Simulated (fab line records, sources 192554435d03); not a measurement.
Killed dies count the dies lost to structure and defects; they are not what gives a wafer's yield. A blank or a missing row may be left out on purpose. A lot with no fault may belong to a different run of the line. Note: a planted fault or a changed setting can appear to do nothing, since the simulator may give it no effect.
Matching of chambers ; flow n5_finfet ; N5_BEOL_M8_STRIP_36 on rie_diel-01: 4 sister chambers
The step strips in N2/H2. 8 wafers are shown with their chamber, then 10 later ones without.

WAFERS, EACH WITH ITS CHAMBER
wafer;chamber;showerhead_plenum_p_Torr (Torr);throttle_valve_pct (%)
L075.5;0;2.68;23.44
L078.3;1;2.60;23.79
L078.4;0;2.67;23.43
L083.3;1;2.60;23.78
L084.2;3;2.47;23.41
L084.4;3;2.47;23.39
L089.3;2;2.67;23.41
L089.4;2;2.67;23.44

WAFERS WITHOUT THEIR CHAMBER
wafer;showerhead_plenum_p_Torr (Torr);throttle_valve_pct (%)
L089.5;2.46;23.41
L086.4;2.46;23.41
L086.5;2.67;23.47
L086.6;2.46;23.40
L090.2;2.66;23.46
L090.3;2.60;23.47
L090.4;2.66;23.43
L091.1;2.66;23.47
L091.3;2.60;23.48
L091.6;2.46;23.43

WHICH CHAMBER EACH WENT THROUGH
wafer;from the rows above;in truth
L089.5;3;3
L086.4;3;3
L086.5;can't be placed: 0 or 2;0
L086.6;3;3
L090.2;can't be placed: 2 or 0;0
L090.3;can't be placed: 2 or 0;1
L090.4;can't be placed: 2 or 0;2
L091.1;can't be placed: 2 or 0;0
L091.3;can't be placed: 2 or 0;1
L091.6;3;3
Correctly placed: 4 of 10. These rows do not allow placing 6 (true chamber among the candidates in 4). Wrongly placed: 0.
How it was worked out, from the rows above alone: a wafer's distance from a chamber is the root of the sum, over the readings, of the square of ((its reading less the chamber's mean) divided by the reading's scatter). If the next closest chamber is less than 2 further off than the closest, the wafer can't be placed; otherwise it belongs to the closest. Each chamber's mean is taken over the wafers shown for it. How the scatter is found: for the shown wafers, subtract from each reading the mean of its chamber, square and add these, divide the total by (wafers less chambers), then take the root.
